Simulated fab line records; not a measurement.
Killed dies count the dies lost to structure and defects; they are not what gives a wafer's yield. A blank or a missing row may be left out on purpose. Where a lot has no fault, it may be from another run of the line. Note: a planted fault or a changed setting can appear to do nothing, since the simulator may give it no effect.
Comparing a struck lot with a sound one | flow n5-finfet | 16 steps out of a route of 1938
Sound: the wafers L290.1, L290.2, L290.6. Struck: wafer L304.2; the same lot's L304.4 was not struck, so it is left out; see the end for the cause.
Order at every step that has rows: each side's tool, ch and its chambers, its first start. Under that, the readings that differ: sound wafers | struck wafers | difference of the means | sigmas: that difference in standard deviations of wafers without a fault.
alike: readings whose means differ by less than 2 such deviations, and words and numbers that are the same on both sides. not compared: withheld readings, readings that some wafer has no value for, bounds like >300 that may hide the same value, and numbers for which the record gives no deviation and whose values overlap.
A row with sigmas, a row that says differs or no value, or rows on one side alone: a step with any of these is where the two part. Numbers that have no deviation but don't overlap get no sigmas and don't part them. A reading missing from all wafers of one side parts the sides only when that side holds two or more wafers.

N5_FIN_CUT_CD_MEAS_08 targets a cd of 29.1 nm.
  sound on cd-sem-02 ch 0, day 3 15:21; struck on cd-sem-02 ch 0, day 7 04:05
  alike: cd-nm
N5_FIN_CUT_OVL_MEAS_09:
  sound on overlay-01 ch 0, day 3 15:23; struck on overlay-01 ch 0, day 7 04:07
  alike: FIN_CUT_OVL
N5_FIN_CUT_INSPECT_10: inspects for defects (brightfield).
  struck on defect-inspect-01, day 7 04:10; sound on defect-inspect-02, day 3 15:26
  alike: raw-defect-count
N5_FIN_CUT_DESCUM_13: chemistry O2, time 7 s.
  sound on rie-diel-04 ch 0,1,3, day 3 15:28; struck on rie-diel-01 ch 0, day 7 04:12
  reading                         | sound             | struck | difference | sigmas
  showerhead-plenum-p-Torr (Torr) | 2.11 2.11 2.08    | 1.97   | -0.13      | -2
  throttle-valve-pct (%)          | 20.44 20.48 20.44 | 20.86  | +0.41      | +3
  alike: bias-power-w, drypump-motor-current-A, oes-product-au, rf-vpp-V
  not compared: rf-hours-counter-h
N5_FIN_CUT_ETCH_30: etches underlayer in N2/H2, target depth 13 nm, time 10.4 s.
  sound on rie-diel-04 ch 0,1,3, day 3 15:31; struck on rie-diel-01 ch 0, day 7 04:14
  reading                         | sound             | struck | difference | sigmas
  rf-vpp-V (V)                    | 526.0 523.0 524.7 | 519.8  | -4.8       | -2
  showerhead-plenum-p-Torr (Torr) | 2.61 2.55 2.58    | 2.39   | -0.19      | -3
  alike: drypump-motor-current-A, etch-rf-on-time-s, oes-product-au, throttle-valve-pct
  not compared: rf-hours-counter-h
N5_FIN_CUT_ETCH_20: etches SiARC in CF4, target depth 26 nm, time 43.3 s.
  sound on rie-diel-04 ch 0,1,3, day 3 15:32; struck on rie-diel-01 ch 0, day 7 04:15
  reading                         | sound          | struck | difference | sigmas
  showerhead-plenum-p-Torr (Torr) | 2.19 2.16 2.14 | 2.01   | -0.15      | -2
  alike: drypump-motor-current-A, etch-rf-on-time-s, oes-product-au, rf-vpp-V, throttle-valve-pct
  not compared: rf-hours-counter-h
then, 5 steps without rows for these wafers: N5_FIN_CUT_ETCH_21 (etches SOC in N2/H2, target depth 219 nm, overetch 43.8 nm, time 523.5 s); N5_FIN_CUT_STRIP_23 (strips in N2/H2); N5_FIN_CUT_STRIP_31 (strips in N2/H2); N5_FIN_CUT_STRIP_24 (strips in CF4); N5_FIN_CUT_CUT_ETCH_26 (etches SiNx in CH3F/O2, target depth 39 nm, time 55.7 s).
N5_FIN_CUT_CUT_ETCH_27: etches SiO2 in CHF3/O2, target depth 4 nm, overetch 2 nm, time 4.9 s.
  sound on rie-diel-04 ch 0,1,3, day 3 15:57; struck on rie-diel-01 ch 0, day 7 04:41
  reading                         | sound          | struck | difference | sigmas
  showerhead-plenum-p-Torr (Torr) | 2.48 2.41 2.42 | 2.24   | -0.20      | -3
  alike: drypump-motor-current-A, oes-product-au, rf-vpp-V, throttle-valve-pct
  not compared: rf-hours-counter-h
N5_FIN_CUT_PRECLEAN_35: cleans in vHF, time 13.3 s.
  sound on vapor-etch-02 ch 0,1, day 3 16:01; struck on vapor-etch-02 ch 1, day 7 04:45
  reading                     | sound          | struck | difference | sigmas
  drypump-motor-current-A (A) | 5.93 5.24 5.23 | 5.92   | +0.45      | +2
  time-s (s)                  | 13.3 13.3 13.3 | 11.284 | -2.016     |
N5_FIN_CUT_CUT_ETCH_15: etches Si in HBr/Cl2/O2, target depth 100 nm, bt time 10 s, time 42.4 s.
  sound on rie-si-05 ch 0,1,2, day 3 16:06; struck on rie-si-04 ch 3, day 7 04:50
  alike: drypump-motor-current-A, oes-product-au, throttle-valve-pct
  not compared: rf-hours-counter-h
-- a jump in the record: the struck wafers' starts before and after are 7 days apart (it breaks off in module FIN_CUT and resumes in module BEOL_M4, where the first step shown is number 1111 of the route) --
N5_BEOL_M4_RC_MEAS_101:
  sound on prober-01 ch 0, day 9 20:46; struck on prober-02 ch 0, day 14 03:44
  reading       | sound          | struck | difference | sigmas
  ION_P (uA/um) | 452 442 454    | 478    | +29        | +3
  VT_P (mV)     | -251 -261 -250 | -243   | +11        | +3
  alike: DIBL_N, DIBL_P, IOFF_N, IOFF_P, ION_N, SS_N, SS_P, VT_N
next, for these wafers, 1 step has no rows: N5_PASSIVATION_PROBE_49.

== WHERE THEY PART ==
At N5_FIN_CUT_DESCUM_13 first; at N5_BEOL_M4_RC_MEAS_101 last (within this record only).

WHY: what had been put in by the simulator
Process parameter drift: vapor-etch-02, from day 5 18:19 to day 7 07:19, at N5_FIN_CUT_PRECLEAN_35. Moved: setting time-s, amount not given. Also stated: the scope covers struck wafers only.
